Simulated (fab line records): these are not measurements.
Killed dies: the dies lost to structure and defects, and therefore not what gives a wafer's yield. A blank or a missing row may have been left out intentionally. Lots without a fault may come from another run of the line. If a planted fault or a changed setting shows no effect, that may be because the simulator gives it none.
fab line records | flow nand_harc | part 1 of 2: steps 1 to 38 of 39
record lots=6 | wafers=18 | last_day=33
route steps=1302 shown THIN_TSV@1262 END@1301
lots that met no fault: from a run of the same line without faults
start_h: the number of hours between the record's first day and the start of the first shown wafer of the lot | wait_h: how many hours have passed since the lot's step before this one | " repeats the value in the row above | L1.1+2: several wafers, shown together as one row | - value missing, or start not given | * or withheld: withheld | < > ~ a bound
route shown NAME@n: a module of which the file shows steps, and the number in the route of the first | usual: the fault-free wafers' mean and standard deviation | same: alike in all rows | chamber/n: place in a boat | sites: per-site readings | _std_site: the values' standard deviation | _edge_site: the outer-site mean with the inner-site mean subtracted | radius_mm: for every site, how far away it sits from the centre of the wafer | mask NAME#n: copy n | behind: the most recent tool/chamber to have shaped the wafer | hold: what put the lot on hold/how long, in hours/how the hold closed | device: the n, p or np transistor that did not switch | end of line: the same wafers' tests at the end of the route | step lacking rows: just its recipe | killed: dies lost to structure and defects at the first sort, not the wafer's yield | map: the dies of a wafer, with x for killed, . for not killed, _ for no die there
set.NAME: setting as actually run; set.NAME@STEP: the setting as run at that earlier step | model.NAME: the simulator's own value behind a step, which no gauge read
lots seen at some steps along the route; tables by step, rows by wafer
services: a tool's chamber out of use, with start hour (start_h, from the record's first day; less than 0 if before it), hours out, and reason
## steps
# step NHARC_THIN_TSV_ETCH_44
# recipe target_depth_a=15942 | time_s=797.1 | cf4_flow_sccm=150 | o2_flow_sccm=10 | ar_flow_sccm=0 | rf_w=300 | bias_w=800 | chemistry=CF4/O2
# step NHARC_THIN_TSV_ETCH_15
# recipe target_depth_a=30000 | bosch_target_overetch_cycles=2 | bosch_etch_step_s=2.8 | bosch_dep_step_s=1.2 | bosch_cycles=14
# step NHARC_THIN_TSV_CD_MEAS_16
# usual cd_nm=1000.8/2.6
lot.wafer | tool      | chamber | start_h | wait_h | cd_nm
L365.1    | cd_sem-03 | -       | 559.97  | 0.1    | 997.8
L365.2    | "         | -       | "       | "      | 999.4
L365.5    | "         | -       | "       | "      | 993.6
L377.2    | cd_sem-01 | -       | 663.37  | 0.1    | 999.1
L377.3    | "         | -       | "       | "      | 1002.5
L377.6    | "         | -       | "       | "      | 1001.6
L376.3    | cd_sem-01 | -       | 664.44  | 0.1    | 1002.1
L376.4    | "         | -       | "       | "      | 1005.2
L376.5    | "         | -       | "       | "      | 1001.0
L383.3    | cd_sem-02 | -       | 736.92  | 0.1    | 1003.6
L383.4    | "         | -       | "       | "      | 1001.4
L383.6    | "         | -       | "       | "      | 1004.8
L384.1    | cd_sem-01 | -       | 757.39  | 0.1    | 1002.3
L384.3    | "         | -       | "       | "      | 998.5
L384.4    | "         | -       | "       | "      | 1002.6
L386.1    | cd_sem-03 | -       | 764.80  | 0.1    | 1002.3
L386.3    | "         | -       | "       | "      | 1001.0
L386.5    | "         | -       | "       | "      | 1002.5
# step NHARC_THIN_TSV_STRIP_45
# recipe power_w=1500 | temp_c=250 | chemistry=O2
# step NHARC_THIN_TSV_STRIP_46
# recipe time_s=1200 | temp_c=72.5 | chemistry=post_etch_residue_remover
# step NHARC_THIN_TSV_DEP_47
# recipe target_thk_a=2000 | temp_c=withheld | pressure_torr=6.5 | rf_w=900 | teos_flow_sccm=161.4 | flow_sccm=2650 | target_thk_nm=200 | gas=O2 | material=SiO2
# usual throttle_valve_pct=15.9/0.47
lot.wafer | tool     | chamber | start_h | wait_h | throttle_valve_pct
L365.2    | pecvd-03 | 0       | 560.85  | -      | 15.9
L365.1    | "        | 1       | "       | "      | 16.4
L365.5    | "        | 1       | "       | "      | 16.5
L377.2    | pecvd-01 | 2       | 664.24  | -      | 16.2
L377.3    | "        | 2       | "       | "      | 16.2
L377.6    | "        | 2       | "       | "      | 16.1
L376.3    | pecvd-03 | 2       | 665.40  | -      | 15.8
L376.5    | "        | 0       | "       | "      | 15.8
L376.4    | "        | 2       | "       | "      | 15.9
L383.3    | pecvd-04 | 0       | 737.88  | -      | 16.4
L383.6    | "        | 1       | "       | "      | 15.5
L383.4    | "        | 0       | "       | "      | 16.4
L384.3    | pecvd-01 | 2       | 758.27  | -      | 16.2
L384.1    | "        | 1       | "       | "      | 15.3
L384.4    | "        | 1       | "       | "      | 15.1
L386.3    | pecvd-01 | 0       | 765.69  | -      | 15.4
L386.1    | "        | 1       | "       | "      | 15.2
L386.5    | "        | 2       | "       | "      | 16.2
# step NHARC_THIN_TSV_ETCHBACK_48
# recipe target_depth_a=10285 | over_etch_frac=0.3 | time_s=405.17 | ion_energy_ev=250 | c4f8_flow_sccm=withheld | ar_flow_sccm=withheld | rf_w=600 | bias_w=300 | chemistry=C4F8/Ar
# step NHARC_THIN_TSV_STRIP_62
# recipe power_w=1500 | temp_c=250 | time_s=20 | chemistry=N2/H2
# step NHARC_THIN_TSV_DEGAS_49
# recipe temp_c=300 | time_s=120
# step NHARC_THIN_TSV_PRE_CLEAN_50
# recipe time_s=30 | temp_c=280 | gas=H2/He
# step NHARC_THIN_TSV_PVD_19
# recipe target_thk_a=200 | chamber_pressure_pa=5 | material=TaN
# step NHARC_THIN_TSV_PVD_51
# recipe target_thk_a=1000 | chamber_pressure_pa=5 | material=Cu
# usual throttle_valve_pct=29.7/0.9
lot.wafer | tool           | chamber | start_h | wait_h | throttle_valve_pct
L365.2    | pvd_sputter-03 | -       | -       | -      | 29.2
L365.1    | "              | -       | "       | "      | 29.6
L365.5    | "              | -       | "       | "      | 29.4
L377.2    | pvd_sputter-01 | -       | -       | -      | 30.2
L377.3    | "              | -       | "       | "      | 28.3
L377.6    | "              | -       | "       | "      | 30.4
L376.3    | pvd_sputter-01 | -       | -       | -      | 29.5
L376.4    | "              | -       | "       | "      | 28.3
L376.5    | "              | -       | "       | "      | 30.7
L383.4    | pvd_sputter-01 | -       | -       | -      | 29.5
L383.3    | "              | -       | "       | "      | 29.1
L383.6    | "              | -       | "       | "      | 28.4
L384.3    | pvd_sputter-03 | -       | -       | -      | 29.7
L384.1    | "              | -       | "       | "      | 31.1
L384.4    | "              | -       | "       | "      | 30.1
L386.3    | pvd_sputter-02 | -       | -       | -      | 30.9
L386.1    | "              | -       | "       | "      | 29.3
L386.5    | "              | -       | "       | "      | 29.5
# step NHARC_THIN_TSV_ECD_20
# recipe target_thk_a=20000 | material=Cu
lot.wafer  | tool      | chamber | start_h | wait_h
L365.1+2+5 | ecd_cu-02 | 0,1,1   | 562.24  | -
L377.2+3+6 | ecd_cu-02 | 0,0,1   | 666.01  | -
L376.4+3+5 | ecd_cu-02 | 0,1,1   | 666.89  | -
L383.4+3+6 | ecd_cu-02 | 0,1,0   | 739.38  | -
L384.1+3+4 | ecd_cu-01 | 1,1,0   | 759.66  | -
L386.1+3+5 | ecd_cu-01 | 1,0,0   | 767.11  | -
# step NHARC_THIN_TSV_ANNEAL_52
# recipe temp_c=225 | time_s=90
# step NHARC_THIN_TSV_CMP_21
# recipe t_overpolish_s=30 | target_thk_nm=2000
# usual motor_current_A=12.6/1.4 | overpolish_run_s=30.000/0.0098 | pad_life_wafers=196/130
lot.wafer | tool   | chamber | start_h | wait_h | motor_current_A | overpolish_run_s | pad_life_wafers
L365.2    | cmp-01 | 2       | 563.37  | -      | 13.2            | 29.983           | 326
L365.1    | "      | 3       | "       | "      | 14.6            | 29.999           | 327
L365.5    | "      | 0       | "       | "      | 13.5            | 30.004           | -
L377.3    | cmp-03 | 3       | 667.01  | -      | 13.9            | 30.006           | 49
L377.2    | "      | 0       | "       | "      | 10.4            | 30.000           | 50
L377.6    | "      | 3       | "       | "      | 13.3            | 29.989           | -
L376.3    | cmp-01 | 0       | 667.77  | -      | 13.2            | 30.003           | 372
L376.4    | "      | 1       | "       | "      | 14.6            | 29.998           | 373
L376.5    | "      | 1       | "       | "      | 15.4            | 30.008           | -
L383.3    | cmp-03 | 2       | 740.29  | -      | 11.2            | 30.016           | 349
L383.4    | "      | 0       | "       | "      | 10.7            | 29.993           | 351
L383.6    | "      | 2       | "       | "      | 11.0            | 29.992           | -
L384.3    | cmp-01 | 3       | 760.73  | -      | 15.3            | 29.994           | 306
L384.1    | "      | 0       | "       | "      | 14.1            | 30.005           | 307
L384.4    | "      | 2       | "       | "      | 13.6            | 30.009           | 309
L386.1    | cmp-02 | 0       | 768.19  | -      | 11.4            | 30.001           | 0
L386.3    | "      | 1       | "       | "      | 13.6            | 29.985           | 1
L386.5    | "      | 0       | "       | "      | 11.7            | 30.014           | -
# step NHARC_THIN_TSV_SRD_23
# step NHARC_THIN_TSV_DEGAS_53
# recipe temp_c=300 | time_s=60
# step NHARC_THIN_TSV_PRE_CLEAN_54
# recipe time_s=30 | temp_c=280 | gas=H2/He
# step NHARC_THIN_TSV_PVD_55
# recipe target_thk_a=500 | material=TiN
# step NHARC_THIN_TSV_PVD_24
# recipe target_thk_a=8000 | power_w=withheld | chamber_pressure_pa=withheld | substrate_temp_c=withheld | time_s=withheld | gas=Ar | material=Al
# step NHARC_THIN_TSV_DEHYDRATE_25
# recipe temp_c=150 | time_s=120
# step NHARC_THIN_TSV_HMDS_26
# recipe time_s=30
# step NHARC_THIN_TSV_COAT_27
# recipe spin_rpm=*
# step NHARC_THIN_TSV_SOFTBAKE_28
# recipe temp_c=122 | time_s=95
# step NHARC_THIN_TSV_EBR_29
# step NHARC_THIN_TSV_EXPOSE_30
# recipe na=0.55 | dose_mj=11.47 | mask_id=PAD
# step NHARC_THIN_TSV_PEB_31
# recipe peb_temp_c=118 | peb_time_s=85
# step NHARC_THIN_TSV_DEVELOP_32
# recipe time_s=70
# step NHARC_THIN_TSV_CD_MEAS_33
# recipe target_cd_nm=5000 | landing_energy_ev=500
# usual cd_nm=5001.0/2.2
lot.wafer | tool      | chamber | start_h | wait_h | cd_nm
L365.1    | cd_sem-02 | 0       | 564.92  | -      | 4999.3
L365.2    | "         | 0       | "       | "      | 5001.7
L365.5    | "         | 0       | "       | "      | 4997.3
L377.2    | cd_sem-03 | 0       | 668.45  | -      | 4998.2
L377.3    | "         | 0       | "       | "      | 4997.2
L377.6    | "         | 0       | "       | "      | 4999.1
L376.3    | cd_sem-01 | 0       | 669.42  | -      | 4999.3
L376.4    | "         | 0       | "       | "      | 5001.3
L376.5    | "         | 0       | "       | "      | 4997.3
L383.3    | cd_sem-02 | 0       | 741.76  | -      | 5004.0
L383.4    | "         | 0       | "       | "      | 5002.3
L383.6    | "         | 0       | "       | "      | 5004.3
L384.1    | cd_sem-03 | 0       | 762.34  | -      | 5002.6
L384.3    | "         | 0       | "       | "      | 5001.2
L384.4    | "         | 0       | "       | "      | 4999.4
L386.1    | cd_sem-02 | 0       | 769.68  | -      | 5000.6
L386.3    | "         | 0       | "       | "      | 4999.1
L386.5    | "         | 0       | "       | "      | 5003.3
# step NHARC_THIN_TSV_HARDBAKE_34
# recipe temp_c=125 | time_s=80
# step NHARC_THIN_TSV_DESCUM_35
# recipe time_s=3 | o2_flow_sccm=200 | ar_flow_sccm=0 | bias_power_w=0 | chemistry=O2
# step NHARC_THIN_TSV_ETCH_59
# recipe target_depth_a=8800 | icp_w=900 | bias_w=100 | Cl2_flow_sccm=60 | bcl3_flow_sccm=30 | time_s=138.1 | chemistry=Cl2/BCl3
# usual drypump_motor_current_A=6.1/0.51 | oes_product_au=0.996/0.01 | throttle_valve_pct=22.265/0.0093
lot.wafer | tool         | chamber | start_h | wait_h | drypump_motor_current_A | oes_product_au | rf_hours_counter_h | throttle_valve_pct
L365.2    | rie_metal-02 | 0       | 565.21  | 0.1    | 6.4                     | 0.985          | 1.7                | 22.272
L365.1    | "            | 1       | "       | "      | 5.9                     | 0.995          | 1.7                | 22.273
L365.5    | "            | 0       | "       | "      | 6.4                     | 0.984          | -                  | 22.264
L377.2    | rie_metal-01 | 1       | 668.77  | 0.1    | 6.5                     | 0.994          | 1.6                | 22.259
L377.3    | "            | 1       | "       | "      | 6.5                     | 0.986          | -                  | 22.270
L377.6    | "            | 0       | "       | "      | 6.8                     | 0.993          | -                  | 22.258
L376.3    | rie_metal-03 | 0       | 669.80  | 0.2    | 5.3                     | 0.995          | -                  | 22.270
L376.4    | "            | 1       | "       | "      | 5.7                     | 0.991          | -                  | 22.266
L376.5    | "            | 0       | "       | "      | 5.3                     | 1.002          | -                  | 22.266
L383.3    | rie_metal-02 | 0       | 742.11  | 0.2    | 6.4                     | 0.994          | -                  | 22.270
L383.4    | "            | 1       | "       | "      | 5.8                     | 0.998          | -                  | 22.268
L383.6    | "            | 0       | "       | "      | 6.4                     | 0.999          | -                  | 22.266
L384.1    | rie_metal-03 | 0       | 762.67  | 0.2    | 5.3                     | 1.011          | 1.0                | 22.245
L384.3    | "            | 1       | "       | "      | 5.7                     | 1.006          | -                  | 22.264
L384.4    | "            | 0       | "       | "      | 5.3                     | 1.018          | -                  | 22.264
L386.1    | rie_metal-03 | 1       | 770.00  | 0.1    | 5.7                     | 0.999          | 1.3                | 22.260
L386.3    | "            | 0       | "       | "      | 5.3                     | 1.013          | -                  | 22.263
L386.5    | "            | 0       | "       | "      | 5.3                     | 1.018          | -                  | 22.279
# step NHARC_THIN_TSV_ETCH_36
# recipe target_depth_a=650 | over_etch_frac=0.3 | time_s=18.571 | ion_energy_ev=150 | chemistry=Cl2/BCl3
# usual drypump_motor_current_A=6.1/0.5 | oes_product_au=0.994/0.01
# same over_etch_frac=0.3
lot.wafer | tool         | chamber | start_h | wait_h | drypump_motor_current_A | oes_product_au | rf_hours_counter_h
L365.2    | rie_metal-02 | 0       | 565.46  | 0.2    | 6.4                     | 0.970          | 1.8
L365.1    | "            | 1       | "       | "      | 5.8                     | 0.993          | 1.8
L365.5    | "            | 1       | "       | "      | 5.9                     | 0.991          | -
L377.2    | rie_metal-01 | 0       | 668.99  | 0.2    | 6.7                     | 0.992          | 1.7
L377.3    | "            | 0       | "       | "      | 6.8                     | 0.998          | -
L377.6    | "            | 1       | "       | "      | 6.5                     | 1.004          | -
L376.3    | rie_metal-03 | 0       | 670.00  | 0.2    | 5.3                     | 0.988          | -
L376.4    | "            | 1       | "       | "      | 5.7                     | 0.992          | -
L376.5    | "            | 0       | "       | "      | 5.3                     | 0.998          | -
L383.4    | rie_metal-02 | 0       | 742.31  | 0.1    | 6.4                     | 0.994          | -
L383.3    | "            | 1       | "       | "      | 5.9                     | 1.003          | -
L383.6    | "            | 0       | "       | "      | 6.5                     | 0.995          | -
L384.1    | rie_metal-03 | 1       | 762.90  | 0.2    | 5.7                     | 0.990          | 1.2
L384.3    | "            | 0       | "       | "      | 5.3                     | 1.018          | -
L384.4    | "            | 1       | "       | "      | 5.7                     | 0.995          | -
L386.1    | rie_metal-03 | 0       | 770.22  | 0.2    | 5.3                     | 1.010          | 1.4
L386.3    | "            | 0       | "       | "      | 5.3                     | 1.011          | -
L386.5    | "            | 0       | "       | "      | 5.3                     | 1.025          | -
# step NHARC_THIN_TSV_STRIP_56
# recipe power_w=1500 | temp_c=250 | chemistry=O2
# step NHARC_THIN_TSV_STRIP_57
# recipe time_s=1200 | temp_c=72.5 | chemistry=post_etch_residue_remover
# step NHARC_THIN_TSV_CD_MEAS_37
# usual cd_nm=5002/3.5
lot.wafer | tool      | chamber | start_h | wait_h | cd_nm
L365.1    | cd_sem-01 | -       | 566.37  | -      | 4996
L365.2    | "         | -       | "       | "      | 5001
L365.5    | "         | -       | "       | "      | 4991
L377.2    | cd_sem-03 | -       | 669.88  | -      | 4997
L377.3    | "         | -       | "       | "      | 4998
L377.6    | "         | -       | "       | "      | 5000
L376.3    | cd_sem-02 | -       | 670.88  | -      | 5001
L376.4    | "         | -       | "       | "      | 5007
L376.5    | "         | -       | "       | "      | 4998
L383.3    | cd_sem-03 | -       | 743.20  | -      | 5008
L383.4    | "         | -       | "       | "      | 5004
L383.6    | "         | -       | "       | "      | 5008
L384.1    | cd_sem-02 | -       | 763.80  | -      | 5005
L384.3    | "         | -       | "       | "      | 4999
L384.4    | "         | -       | "       | "      | 5003
L386.1    | cd_sem-03 | -       | 771.12  | -      | 5002
L386.3    | "         | -       | "       | "      | 5000
L386.5    | "         | -       | "       | "      | 5007
# step NHARC_THIN_TSV_ANNEAL_58
# recipe temp_c=400 | time_s=1800
# step NHARC_END_WLT_00
# usual VT_DECK1_BOTTOM=0.871/0.0077 | VT_DECK1_BOTTOM_INNER=0.872/0.0073 | VT_DECK1_MEDIAN_NEAR_BOTTOM=0.872/0.0084 | VT_DECK1_MEDIAN_NEAR_BOTTOM_INNER=0.872/0.0079 | VT_DECK1_MIDDLE=0.883/0.0066 | VT_DECK1_MIDDLE_INNER=0.883/0.0062 | VT_DECK1_TOP=0.895/0.0069 | VT_DECK1_TOP_INNER=0.894/0.0059 | VT_DECK2_BOTTOM=0.874/0.0092 | VT_DECK2_BOTTOM_INNER=0.874/0.01 | VT_DECK2_MEDIAN_NEAR_BOTTOM=0.876/0.0096 | VT_DECK2_MEDIAN_NEAR_BOTTOM_INNER=0.875/0.01 | VT_DECK2_MIDDLE=0.888/0.0088 | VT_DECK2_MIDDLE_INNER=0.888/0.0081 | VT_DECK2_TOP=0.900/0.0086 | VT_DECK2_TOP_INNER=0.901/0.0083
lot.wafer | tool      | chamber | start_h | wait_h | hold                     | VT_DECK1_BOTTOM | VT_DECK1_BOTTOM_INNER | VT_DECK1_MEDIAN_NEAR_BOTTOM | VT_DECK1_MEDIAN_NEAR_BOTTOM_INNER | VT_DECK1_MIDDLE | VT_DECK1_MIDDLE_INNER | VT_DECK1_TOP | VT_DECK1_TOP_INNER | VT_DECK2_BOTTOM | VT_DECK2_BOTTOM_INNER | VT_DECK2_MEDIAN_NEAR_BOTTOM | VT_DECK2_MEDIAN_NEAR_BOTTOM_INNER | VT_DECK2_MIDDLE | VT_DECK2_MIDDLE_INNER | VT_DECK2_TOP | VT_DECK2_TOP_INNER
L365.1    | prober-02 | -       | 571.04  | 0.1    | -                        | 0.865           | 0.867                 | 0.861                       | 0.866                             | 0.884           | 0.885                 | 0.888        | 0.891              | 0.854           | 0.851                 | 0.855                       | 0.857                             | 0.875           | 0.882                 | 0.882        | 0.887
L365.2    | "         | -       | "       | "      | -                        | 0.868           | 0.873                 | 0.879                       | 0.871                             | 0.884           | 0.881                 | 0.883        | 0.879              | 0.865           | 0.865                 | 0.871                       | 0.868                             | 0.870           | 0.870                 | 0.891        | 0.899
L365.5    | "         | -       | 573.03  | 2.0    | -                        | 0.875           | 0.867                 | 0.876                       | 0.873                             | 0.891           | 0.880                 | 0.892        | 0.902              | 0.867           | 0.867                 | 0.864                       | 0.861                             | 0.885           | 0.881                 | 0.889        | 0.894
L377.2    | prober-02 | -       | 677.93  | 3.4    | await_dispo/0.2h/release | 0.863           | 0.869                 | 0.878                       | 0.867                             | 0.886           | 0.883                 | 0.890        | 0.891              | 0.875           | 0.876                 | 0.871                       | 0.877                             | 0.879           | 0.880                 | 0.906        | 0.897
L377.3    | "         | -       | "       | "      | await_dispo/0.2h/release | 0.874           | 0.878                 | 0.871                       | 0.870                             | 0.879           | 0.890                 | 0.892        | 0.904              | 0.880           | 0.879                 | 0.883                       | 0.873                             | 0.889           | 0.892                 | 0.910        | 0.898
L377.6    | "         | -       | 679.91  | 5.3    | await_dispo/0.2h/release | 0.871           | 0.873                 | 0.872                       | 0.875                             | 0.879           | 0.889                 | 0.897        | 0.894              | 0.869           | 0.859                 | 0.868                       | 0.870                             | 0.880           | 0.882                 | 0.898        | 0.888
L377.2    | prober-02 | -       | 682.70  | 4.3    | -                        | 0.869           | 0.863                 | 0.863                       | 0.874                             | 0.884           | 0.887                 | 0.893        | 0.893              | 0.871           | 0.869                 | 0.870                       | 0.873                             | 0.887           | 0.889                 | 0.893        | 0.899
L377.3    | "         | -       | "       | "      | -                        | 0.868           | 0.874                 | 0.873                       | 0.876                             | 0.883           | 0.878                 | 0.894        | 0.892              | 0.865           | 0.870                 | 0.872                       | 0.877                             | 0.880           | 0.885                 | 0.898        | 0.904
L377.6    | "         | -       | 684.68  | 4.3    | -                        | 0.875           | 0.873                 | 0.865                       | 0.879                             | 0.879           | 0.884                 | 0.892        | 0.891              | 0.871           | 0.875                 | 0.872                       | 0.866                             | 0.889           | 0.888                 | 0.897        | 0.906
L376.3    | prober-01 | -       | 678.37  | 3.8    | await_dispo/0.2h/release | 0.872           | 0.872                 | 0.882                       | 0.877                             | 0.885           | 0.871                 | 0.901        | 0.894              | 0.892           | 0.887                 | 0.895                       | 0.899                             | 0.896           | 0.893                 | 0.917        | 0.911
L376.4    | "         | -       | "       | "      | await_dispo/0.2h/release | 0.857           | 0.858                 | 0.869                       | 0.864                             | 0.884           | 0.880                 | 0.893        | 0.891              | 0.900           | 0.893                 | 0.894                       | 0.894                             | 0.902           | 0.898                 | 0.914        | 0.921
L376.5    | "         | -       | "       | "      | await_dispo/0.2h/release | 0.870           | 0.871                 | 0.880                       | 0.870                             | 0.880           | 0.872                 | 0.885        | 0.894              | 0.889           | 0.890                 | 0.896                       | 0.886                             | 0.894           | 0.897                 | 0.903        | 0.915
L376.3    | prober-01 | -       | 683.07  | 4.2    | -                        | 0.867           | 0.872                 | 0.875                       | 0.876                             | 0.889           | 0.886                 | 0.893        | 0.886              | 0.890           | 0.886                 | 0.895                       | 0.893                             | 0.892           | 0.897                 | 0.912        | 0.904
L376.4    | "         | -       | "       | "      | -                        | 0.859           | 0.850                 | 0.856                       | 0.861                             | 0.877           | 0.872                 | 0.887        | 0.893              | 0.898           | 0.894                 | 0.886                       | 0.890                             | 0.896           | 0.907                 | 0.909        | 0.907
L376.5    | "         | -       | "       | "      | -                        | 0.866           | 0.871                 | 0.866                       | 0.873                             | 0.873           | 0.880                 | 0.888        | 0.887              | 0.886           | 0.893                 | 0.895                       | 0.886                             | 0.899           | 0.891                 | 0.905        | 0.903
L383.3    | prober-02 | -       | 748.08  | 1.1    | -                        | 0.865           | 0.872                 | 0.878                       | 0.880                             | 0.895           | 0.883                 | 0.898        | 0.904              | 0.881           | 0.867                 | 0.874                       | 0.874                             | 0.882           | 0.885                 | 0.902        | 0.896
L383.4    | "         | -       | "       | "      | -                        | 0.883           | 0.881                 | 0.885                       | 0.883                             | 0.889           | 0.885                 | 0.896        | 0.905              | 0.865           | 0.867                 | 0.860                       | 0.867                             | 0.878           | 0.881                 | 0.901        | 0.905
L383.6    | "         | -       | "       | "      | -                        | 0.873           | 0.873                 | 0.882                       | 0.867                             | 0.885           | 0.885                 | 0.898        | 0.898              | 0.885           | 0.867                 | 0.876                       | 0.869                             | 0.895           | 0.891                 | 0.906        | 0.904
L384.1    | prober-01 | -       | 768.36  | 0.0    | -                        | 0.859           | 0.869                 | 0.876                       | 0.867                             | 0.879           | 0.875                 | 0.889        | 0.892              | 0.868           | 0.859                 | 0.866                       | 0.864                             | 0.875           | 0.880                 | 0.885        | 0.887
L384.3    | "         | -       | "       | "      | -                        | 0.873           | 0.864                 | 0.874                       | 0.869                             | 0.883           | 0.881                 | 0.892        | 0.895              | 0.867           | 0.860                 | 0.864                       | 0.859                             | 0.870           | 0.878                 | 0.890        | 0.901
L384.4    | "         | -       | "       | "      | -                        | 0.864           | 0.857                 | 0.867                       | 0.855                             | 0.870           | 0.876                 | 0.891        | 0.886              | 0.860           | 0.862                 | 0.860                       | 0.866                             | 0.871           | 0.875                 | 0.887        | 0.888
L386.1    | prober-01 | -       | 776.07  | 0.3    | -                        | 0.868           | 0.874                 | 0.880                       | 0.874                             | 0.879           | 0.887                 | 0.905        | 0.896              | 0.883           | 0.892                 | 0.894                       | 0.886                             | 0.889           | 0.905                 | 0.911        | 0.911
L386.3    | "         | -       | 777.07  | 1.3    | -                        | 0.872           | 0.883                 | 0.872                       | 0.880                             | 0.893           | 0.886                 | 0.900        | 0.897              | 0.882           | 0.892                 | 0.887                       | 0.886                             | 0.896           | 0.899                 | 0.907        | 0.908
L386.5    | "         | -       | 778.07  | 2.3    | -                        | 0.891           | 0.879                 | 0.883                       | 0.876                             | 0.887           | 0.891                 | 0.896        | 0.899              | 0.877           | 0.875                 | 0.877                       | 0.880                             | 0.896           | 0.893                 | 0.902        | 0.910
